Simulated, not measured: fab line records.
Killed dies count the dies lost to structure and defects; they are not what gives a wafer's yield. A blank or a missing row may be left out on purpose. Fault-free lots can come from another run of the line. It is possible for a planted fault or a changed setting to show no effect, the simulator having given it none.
fab line records | flow nand-harc
record: lots: 24 wafers: 72 last-day: 33
route steps=1302 shown A_CONTACT@986
lots that met no fault: taken from a fault-free run of the same line
start-h: hours from the record's opening day to when the first of the lot's shown wafers began | wait-h: hours elapsed since this lot's preceding step | " as in the row above | L1.1+2: several wafers, shown together as one row | - no value, or no start was given | * or withheld: withheld | < > ~ a bound
route shown NAME@n: names a module that has steps shown in the file, with the first one's number in the route | usual: mean/standard deviation taken from wafers without a fault | same: alike in all rows | chamber/n: place in a boat | sites: each site's reading | _std_site: the standard deviation of these | _edge_site: outer sites' mean less inner sites' | radius-mm: how far each site lies from the wafer's centre | mask NAME#n: copy n | behind: the tool/chamber that last shaped the wafer | hold: why the lot was held/for how many hours/how that ended | device: which transistor (n, p or np) failed to switch | end of line: at the end of the route, the tests of the same wafers | a step without rows: its recipe alone | killed: the dies lost at the first sort to structure and to defects; this is not the yield of the wafer | map: a wafer's dies, x killed, . not, _ none there
set.NAME: the setting the step ran with; set.NAME@STEP: the setting that earlier step ran with | model.NAME: the simulator's own value behind a step, which no gauge read
one table for each step of the route and one row for each wafer, over a sample of lots
services: when a tool's chamber went out of use (start-h, in hours from the record's first day, below 0 if earlier), for how many hours, and the reason
== steps ==
step: NHARC_A_CONTACT_DEP_29
recipe: target-thk-a: 1000 target-thk-nm: 100 temp-c: 400 pressure-torr: 3.5 flow-sccm: 200 rf-w: 350 material: SiON
usual: heater-power-w: 735/130
columns lot.wafer tool chamber start-h wait-h heater-power-w
L075.1 pecvd-03 0 503.12 3.6 625
L075.2 " 1 " " 647
L075.5 " 1 " " 640
L074.1 pecvd-03 0 504.00 3.6 718
L074.6 " 1 " " 681
L074.4 " 2 " " 883
L076.1 pecvd-03 0 522.94 3.5 716
L076.2 " 1 " " 661
L076.3 " 0 " " 701
L078.2 pecvd-03 1 536.70 2.9 664
L078.5 " 0 " " 613
L078.6 " 1 " " 689
L077.1 pecvd-04 2 537.20 3.5 579
L077.2 " 1 " " 1041
L077.5 " 1 " " 1024
L079.1 pecvd-04 2 548.13 3.5 531
L079.6 " 1 " " 1007
L079.5 " 2 " " 526
L081.2 pecvd-04 1 548.30 3.0 1051
L081.3 " 2 " " 598
L081.6 " 1 " " 1071
L080.3 pecvd-01 1 553.23 2.4 720
L080.4 " 1 " " 726
L080.6 " 2 " " 597
L082.2 pecvd-01 0 561.48 2.8 828
L082.1 " 1 " " 678
L082.6 " 1 " " 681
L083.2 pecvd-01 0 580.73 2.9 806
L083.1 " 1 " " 824
L083.6 " 0 " " 825
L084.3 pecvd-03 2 593.12 2.1 952
L084.4 " 2 " " 964
L084.5 " 0 " " 733
L085.2 pecvd-01 2 608.16 2.9 530
L085.6 " 0 " " 826
L085.4 " 1 " " 711
L086.3 pecvd-03 2 612.00 2.2 943
L086.4 " 1 " " 605
L086.6 " 0 " " 616
L087.1 pecvd-01 2 627.69 3.6 516
L087.3 " 0 " " 742
L087.4 " 1 " " 817
L088.1 pecvd-03 1 627.70 3.6 622
L088.4 " 1 " " 617
L088.3 " 2 " " 904
L089.3 pecvd-01 0 628.28 2.2 816
L089.1 " 2 " " 606
L089.4 " 0 " " 798
L091.3 pecvd-01 2 642.40 2.2 554
L091.6 " 0 " " 746
L091.5 " 1 " " 760
L090.3 pecvd-03 1 644.08 2.2 648
L090.1 " 2 " " 856
L090.4 " 2 " " 875
L093.1 pecvd-04 2 679.77 3.6 631
L093.6 " 0 " " 795
L093.4 " 1 " " 938
L092.2 pecvd-03 1 687.84 2.8 667
L092.1 " 2 " " 972
L092.5 " 0 " " 730
L094.2 pecvd-04 1 692.42 2.9 939
L094.1 " 2 " " 605
L094.5 " 0 " " 796
L096.2 pecvd-04 2 701.02 2.8 602
L096.3 " 0 " " 799
L096.4 " 0 " " 826
L097.1 pecvd-03 1 708.24 3.5 653
L097.3 " 2 " " 954
L097.6 " 2 " " 984
L095.1 pecvd-01 2 708.28 3.6 484
L095.4 " 1 " " 831
L095.5 " 0 " " 822
step: NHARC_A_CONTACT_ETCH_51
recipe: target-depth-a: 70000 over-etch-frac: 0.3 time-s: 1820 ion-energy-ev: 150 o2-flow-sccm: 400 cos-flow-sccm: 20 ar-flow-sccm: 0 rf-w: 500 bias-w: 300 chemistry: O2/COS
usual: drypump-motor-current-A: 5.8/0.37 oes-product-au: 0.996/0.012 rf-vpp-V: 313.1/2.5 showerhead-plenum-p-Torr: 3.05/0.16 throttle-valve-pct: 28.330/0.0082
same: time-s: 1820
columns lot.wafer tool chamber start-h wait-h drypump-motor-current-A oes-product-au rf-hours-counter-h rf-vpp-V showerhead-plenum-p-Torr throttle-valve-pct
L075.1 rie-diel-02 0 - - 6.0 0.969 14 318.3 3.30 28.327
L075.2 " 3 " " 5.9 0.993 15 313.1 2.94 28.332
L075.5 " 2 " " 5.8 1.011 - 310.1 2.91 28.332
L074.4 rie-diel-01 3 - - 5.2 1.006 36 311.5 2.95 28.338
L074.1 " 0 " " 5.1 0.989 38 312.8 3.07 28.338
L074.6 " 1 " " 6.4 0.975 - 314.2 3.19 28.330
L076.1 rie-diel-02 1 - - 5.7 1.000 13 310.5 2.93 28.323
L076.3 " 2 " " 5.8 1.010 18 312.1 2.91 28.330
L076.2 " 0 " " 6.0 0.992 19 316.2 3.30 28.321
L078.2 rie-diel-02 0 - - 6.0 0.999 21 317.3 3.30 28.329
L078.5 " 1 " " 5.7 1.004 - 311.6 2.93 28.334
L078.6 " 2 " " 5.8 1.010 - 311.9 2.91 28.326
L077.1 rie-diel-06 0 - - 5.8 0.994 17 316.8 3.19 28.320
L077.2 " 1 " " 6.8 0.974 14 316.6 3.31 28.339
L077.5 " 0 " " 5.8 0.995 - 314.7 3.19 28.333
L079.1 rie-diel-02 3 - - 5.9 0.980 21 312.1 2.94 28.336
L079.5 " 2 " " 5.8 1.007 - 310.6 2.91 28.338
L079.6 " 3 " " 5.8 0.995 - 312.1 2.94 28.336
L081.2 rie-diel-02 0 - - 6.0 0.978 25 315.9 3.29 28.334
L081.3 " 2 " " 5.8 1.008 25 311.4 2.91 28.322
L081.6 " 1 " " 5.7 1.005 - 311.7 2.93 28.348
L080.4 rie-diel-01 0 - - 5.1 0.994 55 313.2 3.06 28.331
L080.3 " 1 " " 6.4 0.985 62 314.0 3.18 28.333
L080.6 " 0 " " 5.0 0.989 - 313.8 3.06 28.329
L082.1 rie-diel-06 0 - - 5.8 0.991 24 315.8 3.19 28.336
L082.2 " 3 " " 6.1 1.027 23 314.0 3.18 28.327
L082.6 " 1 " " 6.8 0.994 - 317.4 3.30 28.334
L083.2 rie-diel-02 2 - - 5.8 1.001 1 311.0 2.90 28.336
L083.1 " 0 " " 6.0 0.991 1 317.9 3.29 28.332
L083.6 " 2 " " 5.8 1.000 - 312.5 2.90 28.331
L084.4 rie-diel-02 0 - - 6.0 1.001 3 316.8 3.29 28.335
L084.3 " 3 " " 5.9 0.987 4 311.2 2.93 28.316
L084.5 " 1 " " 5.7 1.002 - 311.2 2.93 28.322
L085.4 rie-diel-01 0 - - 5.0 1.005 18 313.4 3.05 28.331
L085.2 " 2 " " 5.7 1.009 10 312.0 2.97 28.329
L085.6 " 1 " " 6.4 0.987 - 314.0 3.17 28.328
L086.3 rie-diel-02 0 - - 6.0 0.993 5 318.0 3.29 28.312
L086.6 " 0 " " 6.0 0.996 - 317.3 3.29 28.348
L086.4 " 1 " " 5.7 0.992 - 311.6 2.92 28.341
L088.4 rie-diel-01 1 - - 6.4 0.976 25 314.2 3.17 28.334
L088.3 " 3 " " 5.2 0.983 23 311.9 2.93 28.334
L088.1 " 0 " " 5.0 1.006 26 312.8 3.05 28.338
L087.1 rie-diel-02 1 - - 5.7 1.000 7 311.5 2.92 28.330
L087.3 " 2 " " 5.8 1.017 7 311.7 2.90 28.313
L087.4 " 3 " " 5.8 0.990 5 311.9 2.93 28.339
L089.1 rie-diel-01 0 - - 5.1 0.998 27 312.2 3.05 28.321
L089.4 " 1 " " 6.4 0.991 26 314.3 3.17 28.329
L089.3 " 2 " " 5.7 1.006 16 310.8 2.97 28.331
L091.3 rie-diel-02 3 - - 5.9 0.976 9 310.0 2.93 28.330
L091.5 " 3 " " 5.9 0.983 - 311.7 2.93 28.328
L091.6 " 0 " " 6.0 0.992 - 317.0 3.29 28.338
L090.4 rie-diel-02 3 - - 5.9 0.984 10 310.5 2.93 28.333
L090.3 " 0 " " 6.0 1.006 12 316.9 3.29 28.336
L090.1 " 1 " " 5.7 1.000 12 311.6 2.92 28.326
L093.1 rie-diel-02 1 - - 5.7 1.004 18 311.8 2.92 28.332
L093.4 " 2 " " 5.8 1.010 18 308.8 2.90 28.332
L093.6 " 1 " " 5.7 1.010 - 310.7 2.92 28.314
L092.2 rie-diel-06 3 - - 6.0 1.008 5 315.3 3.15 28.340
L092.1 " 2 " " 5.2 0.979 6 317.4 3.31 28.336
L092.5 " 0 " " 5.8 0.993 - 314.5 3.17 28.323
L094.2 rie-diel-02 1 - - 5.7 1.005 19 312.8 2.92 28.324
L094.1 " 2 " " 5.8 1.002 19 311.0 2.90 28.334
L094.5 " 2 " " 5.8 1.004 - 311.1 2.90 28.325
L096.4 rie-diel-02 2 - - 5.8 1.014 22 309.9 2.89 28.328
L096.3 " 3 " " 5.9 0.974 19 311.9 2.92 28.330
L096.2 " 0 " " 6.0 0.991 21 315.4 3.28 28.334
L095.4 rie-diel-02 2 - - 5.8 0.998 24 310.6 2.89 28.314
L095.1 " 0 " " 6.0 0.988 22 317.0 3.28 28.323
L095.5 " 2 " " 5.8 1.007 - 309.8 2.89 28.334
L097.3 rie-diel-01 1 - - 6.4 0.993 49 314.7 3.15 28.322
L097.1 " 2 " " 5.7 0.997 43 310.0 2.96 28.327
L097.6 " 3 " " 5.2 0.990 - 311.6 2.92 28.313
step: NHARC_A_CONTACT_ETCH_118
recipe: source-w: withheld pressure-mtorr: 20 bias-v: 3000 time-s: 190 target-depth-a: 18500 ar-flow-sccm: withheld c4f8-flow-sccm: withheld o2-flow-sccm: withheld chemistry: C4F8/O2/Ar
same: time-s: 190
columns lot.wafer tool chamber start-h wait-h rf-hours-counter-h
L075.1 har-cap-etch-03 0 507.46 0.1 41
L075.2 " 1 " " 41
L075.5 " 1 " " -
L074.1 har-cap-etch-02 1 507.86 0.1 84
L074.4 " 1 " " -
L074.6 " 0 " " -
L076.2 har-cap-etch-02 0 526.98 0.1 88
L076.1 " 1 " " 88
L076.3 " 0 " " -
L078.2 har-cap-etch-02 1 540.90 0.1 91
L078.6 " 0 " " -
L078.5 " 1 " " -
L077.1 har-cap-etch-03 1 541.27 0.1 47
L077.2 " 0 " " 47
L077.5 " 0 " " -
L079.1 har-cap-etch-03 1 553.33 0.1 50
L079.5 " 1 " " -
L079.6 " 0 " " -
L081.2 har-cap-etch-01 0 554.19 0.1 7
L081.3 " 1 " " -
L081.6 " 1 " " -
L080.4 har-cap-etch-03 1 557.09 0.1 -
L080.3 " 0 " " -
L080.6 " 0 " " -
L082.2 har-cap-etch-03 0 565.71 0.1 54
L082.1 " 1 " " 54
L082.6 " 0 " " -
L083.1 har-cap-etch-01 1 584.66 0.1 14
L083.2 " 0 " " 14
L083.6 " 1 " " -
L084.3 har-cap-etch-01 1 597.02 0.1 -
L084.4 " 0 " " -
L084.5 " 1 " " -
L085.2 har-cap-etch-01 0 612.13 0.1 19
L085.4 " 0 " " -
L085.6 " 1 " " -
L086.4 har-cap-etch-03 0 616.35 0.1 -
L086.3 " 1 " " -
L086.6 " 1 " " -
L088.1 har-cap-etch-03 0 631.80 0.1 64
L088.3 " 1 " " -
L088.4 " 0 " " -
L087.1 har-cap-etch-01 1 631.87 0.1 23
L087.4 " 1 " " -
L087.3 " 0 " " -
L089.1 har-cap-etch-02 0 634.23 0.1 111
L089.4 " 1 " " -
L089.3 " 0 " " -
L091.3 har-cap-etch-02 0 646.52 0.1 -
L091.6 " 1 " " -
L091.5 " 0 " " -
L090.1 har-cap-etch-01 1 647.91 0.1 27
L090.3 " 0 " " -
L090.4 " 1 " " -
L093.1 har-cap-etch-01 1 683.77 0.1 33
L093.4 " 1 " " -
L093.6 " 0 " " -
L092.2 har-cap-etch-03 1 691.78 0.1 74
L092.1 " 0 " " 74
L092.5 " 1 " " -
L094.1 har-cap-etch-01 0 696.37 0.1 35
L094.2 " 1 " " 35
L094.5 " 0 " " -
L096.2 har-cap-etch-01 0 705.50 0.1 37
L096.3 " 1 " " -
L096.4 " 0 " " -
L097.1 har-cap-etch-01 1 712.22 0.1 39
L097.3 " 1 " " -
L097.6 " 0 " " -
L095.1 har-cap-etch-03 1 712.38 0.1 80
L095.4 " 0 " " -
L095.5 " 0 " " -
step: NHARC_A_CONTACT_ETCH_121
recipe: source-w: withheld pressure-mtorr: 20 bias-v: 3000 time-s: 190 target-depth-a: 18500 ar-flow-sccm: withheld c4f8-flow-sccm: withheld o2-flow-sccm: withheld chemistry: C4F8/O2/Ar
same: time-s: 190
columns lot.wafer tool chamber start-h wait-h rf-hours-counter-h
L075.1 har-cap-etch-03 0 507.97 0.1 41
L075.2 " 1 " " 41
L075.5 " 1 " " -
L074.1 har-cap-etch-02 1 508.38 0.1 85
L074.4 " 1 " " -
L074.6 " 0 " " -
L076.2 har-cap-etch-02 0 527.49 0.1 89
L076.1 " 1 " " 89
L076.3 " 0 " " -
L078.2 har-cap-etch-02 1 541.42 0.1 91
L078.6 " 0 " " -
L078.5 " 1 " " -
L077.1 har-cap-etch-03 1 541.79 0.1 48
L077.2 " 0 " " 48
L077.5 " 0 " " -
L079.1 har-cap-etch-03 1 553.84 0.1 50
L079.5 " 1 " " -
L079.6 " 0 " " -
L081.2 har-cap-etch-01 0 554.70 0.1 8
L081.3 " 1 " " -
L081.6 " 1 " " -
L080.4 har-cap-etch-03 1 557.60 0.1 -
L080.3 " 0 " " -
L080.6 " 0 " " -
L082.2 har-cap-etch-03 0 566.23 0.1 55
L082.1 " 1 " " 55
L082.6 " 0 " " -
L083.1 har-cap-etch-01 1 585.17 0.1 15
L083.2 " 0 " " 15
L083.6 " 1 " " -
L084.3 har-cap-etch-01 1 597.53 0.1 -
L084.4 " 0 " " -
L084.5 " 1 " " -
L085.2 har-cap-etch-01 0 612.65 0.1 20
L085.4 " 0 " " -
L085.6 " 1 " " -
L086.4 har-cap-etch-03 0 616.86 0.1 -
L086.3 " 1 " " -
L086.6 " 1 " " -
L088.1 har-cap-etch-03 0 632.32 0.1 65
L088.3 " 1 " " -
L088.4 " 0 " " -
L087.1 har-cap-etch-01 1 632.38 0.1 24
L087.4 " 1 " " -
L087.3 " 0 " " -
L089.1 har-cap-etch-02 0 634.74 0.1 111
L089.4 " 1 " " -
L089.3 " 0 " " -
L091.3 har-cap-etch-02 0 647.03 0.1 -
L091.6 " 1 " " -
L091.5 " 0 " " -
L090.1 har-cap-etch-01 1 648.43 0.1 28
L090.3 " 0 " " -
L090.4 " 1 " " -
L093.1 har-cap-etch-01 1 684.29 0.1 33
L093.4 " 1 " " -
L093.6 " 0 " " -
L092.2 har-cap-etch-03 1 692.30 0.1 75
L092.1 " 0 " " 75
L092.5 " 1 " " -
L094.1 har-cap-etch-01 0 696.88 0.1 35
L094.2 " 1 " " 35
L094.5 " 0 " " -
L096.2 har-cap-etch-01 0 706.00 0.1 38
L096.3 " 1 " " -
L096.4 " 0 " " -
L097.1 har-cap-etch-01 1 712.73 0.1 40
L097.3 " 1 " " -
L097.6 " 0 " " -
L095.1 har-cap-etch-03 1 712.90 0.1 80
L095.4 " 0 " " -
L095.5 " 0 " " -
step: NHARC_A_CONTACT_INSPECT_71
usual: raw-defect-count: 76/38
columns lot.wafer tool chamber start-h wait-h raw-defect-count
L075.1 defect-inspect-02 - 514.62 0.0 77
L075.2 " - " " 63
L075.5 " - " " 67
L074.1 defect-inspect-01 - 516.21 0.0 55
L074.4 " - " " 67
L074.6 " - " " 54
L076.1 defect-inspect-01 - 534.10 0.0 24
L076.2 " - " " 17
L076.3 " - " " 22
L078.2 defect-inspect-01 - 548.56 0.0 23
L078.5 " - " " 32
L078.6 " - " " 32
L077.1 defect-inspect-01 - 551.72 0.0 172
L077.2 " - " " 135
L077.5 " - " " 134
L079.1 defect-inspect-01 - 562.07 0.0 29
L079.5 " - " " 33
L079.6 " - " " 25
L081.2 defect-inspect-01 - 565.56 0.0 73
L081.3 " - " " 67
L081.6 " - " " 52
L080.3 defect-inspect-01 - 566.92 0.0 106
L080.4 " - " " 103
L080.6 " - " " 119
L082.1 defect-inspect-02 - 575.67 0.0 112
L082.2 " - " " 128
L082.6 " - " " 130
L083.1 defect-inspect-01 - 591.83 0.0 31
L083.2 " - " " 31
L083.6 " - " " 38
L084.3 defect-inspect-02 - 604.56 0.0 75
L084.4 " - " " 76
L084.5 " - " " 63
L085.2 defect-inspect-01 - 619.11 0.0 38
L085.4 " - " " 39
L085.6 " - " " 47
L086.3 defect-inspect-01 - 623.41 0.0 94
L086.4 " - " " 92
L086.6 " - " " 87
L088.1 defect-inspect-02 - 638.80 0.0 134
L088.3 " - " " 157
L088.4 " - " " 159
L087.1 defect-inspect-01 - 640.82 0.0 75
L087.3 " - " " 64
L087.4 " - " " 53
L089.1 defect-inspect-01 - 646.37 0.0 88
L089.3 " - " " 84
L089.4 " - " " 99
L091.3 defect-inspect-01 - 655.40 0.0 103
L091.5 " - " " 138
L091.6 " - " " 117
L090.1 defect-inspect-02 - 657.08 0.0 55
L090.3 " - " " 57
L090.4 " - " " 69
L093.1 defect-inspect-01 - 690.82 0.0 63
L093.4 " - " " 63
L093.6 " - " " 82
L092.1 defect-inspect-01 - 698.92 0.0 120
L092.2 " - " " 123
L092.5 " - " " 109
L094.1 defect-inspect-01 - 704.32 0.0 96
L094.2 " - " " 94
L094.5 " - " " 87
L096.2 defect-inspect-02 - 712.63 0.0 76
L096.3 " - " " 77
L096.4 " - " " 76
L097.1 defect-inspect-02 - 719.36 0.0 110
L097.3 " - " " 103
L097.6 " - " " 90
L095.1 defect-inspect-02 - 719.67 0.0 26
L095.4 " - " " 20
L095.5 " - " " 19
step: NHARC_A_CONTACT_ETCH_126
recipe: source-w: withheld pressure-mtorr: 20 bias-v: 3000 time-s: 197 target-depth-a: 19180 ar-flow-sccm: withheld c4f8-flow-sccm: withheld o2-flow-sccm: withheld chemistry: C4F8/O2/Ar
same: time-s: 197
columns lot.wafer tool chamber start-h wait-h rf-hours-counter-h
L075.1 har-cap-etch-01 1 516.92 0.2 0
L075.2 " 0 " " 0
L075.5 " 1 " " -
L074.1 har-cap-etch-02 0 518.26 0.1 86
L074.4 " 1 " " -
L074.6 " 0 " " -
L076.2 har-cap-etch-01 1 536.41 0.1 3
L076.1 " 0 " " 3
L076.3 " 0 " " -
L078.2 har-cap-etch-02 1 550.88 0.1 92
L078.6 " 0 " " -
L078.5 " 1 " " -
L077.2 har-cap-etch-02 0 553.69 0.1 94
L077.1 " 1 " " 94
L077.5 " 1 " " -
L079.1 har-cap-etch-01 1 564.10 0.1 9
L079.6 " 0 " " -
L079.5 " 1 " " -
L081.2 har-cap-etch-01 0 567.57 0.1 11
L081.3 " 1 " " -
L081.6 " 1 " " -
L080.3 har-cap-etch-02 1 569.01 0.1 -
L080.4 " 0 " " -
L080.6 " 0 " " -
L082.1 har-cap-etch-02 1 577.99 0.1 100
L082.2 " 0 " " 100
L082.6 " 1 " " -
L083.2 har-cap-etch-02 0 593.85 0.1 102
L083.1 " 1 " " 102
L083.6 " 0 " " -
L084.3 har-cap-etch-02 1 606.60 0.2 -
L084.4 " 0 " " -
L084.5 " 1 " " -
L085.2 har-cap-etch-01 1 621.19 0.1 21
L085.4 " 1 " " -
L085.6 " 0 " " -
L086.4 har-cap-etch-02 0 625.45 0.1 -
L086.3 " 1 " " -
L086.6 " 0 " " -
L088.1 har-cap-etch-01 0 640.80 0.1 25
L088.4 " 0 " " -
L088.3 " 1 " " -
L087.1 har-cap-etch-03 0 642.85 0.1 67
L087.4 " 1 " " -
L087.3 " 0 " " -
L089.1 har-cap-etch-03 0 648.42 0.1 69
L089.4 " 0 " " -
L089.3 " 1 " " -
L091.3 har-cap-etch-03 1 657.50 0.1 -
L091.5 " 0 " " -
L091.6 " 1 " " -
L090.1 har-cap-etch-01 0 659.05 0.1 30
L090.3 " 0 " " -
L090.4 " 1 " " -
L093.1 har-cap-etch-02 1 692.87 0.1 118
L093.4 " 0 " " -
L093.6 " 0 " " -
L092.1 har-cap-etch-02 0 701.17 0.1 120
L092.2 " 1 " " 120
L092.5 " 0 " " -
L094.2 har-cap-etch-03 1 706.31 0.1 77
L094.1 " 0 " " 77
L094.5 " 0 " " -
L096.2 har-cap-etch-02 1 714.63 0.1 123
L096.4 " 0 " " -
L096.3 " 1 " " -
L097.1 har-cap-etch-03 1 721.38 0.1 81
L097.3 " 1 " " -
L097.6 " 0 " " -
L095.1 har-cap-etch-02 0 721.76 0.1 125
L095.4 " 0 " " -
L095.5 " 0 " " -
== services ==
columns tool chamber start-h hours kind
rie-diel-06 - 484.32 9.0 pm
rie-diel-02 1 490.68 29.6 repair
pecvd-01 - 492.04 13.0 pm
pecvd-04 - 495.41 0.8 repair
har-cap-etch-01 - 497.00 17.0 pm
har-cap-etch-01 0 497.00 17.0 vent-cycle
har-cap-etch-01 1 497.00 17.0 vent-cycle
pecvd-03 2 520.21 4.9 repair
rie-diel-02 3 533.19 15.8 repair
pecvd-03 - 547.13 13.0 pm
rie-diel-01 - 558.16 9.0 pm
rie-diel-02 - 571.27 9.0 pm
har-cap-etch-02 - 575.92 1.2 repair
pecvd-04 2 581.28 10.2 repair
har-cap-etch-02 - 592.77 0.2 repair
rie-diel-06 0 608.46 4.5 repair
rie-diel-02 3 610.42 14.1 repair
pecvd-04 1 612.02 3.6 repair
pecvd-03 0 613.93 14.7 repair
pecvd-04 - 631.26 13.0 pm
rie-diel-01 1 638.37 6.7 repair
rie-diel-06 - 661.47 9.0 pm
pecvd-01 - 673.04 13.0 pm
pecvd-03 - 710.71 1.2 repair
== key ==
fault none
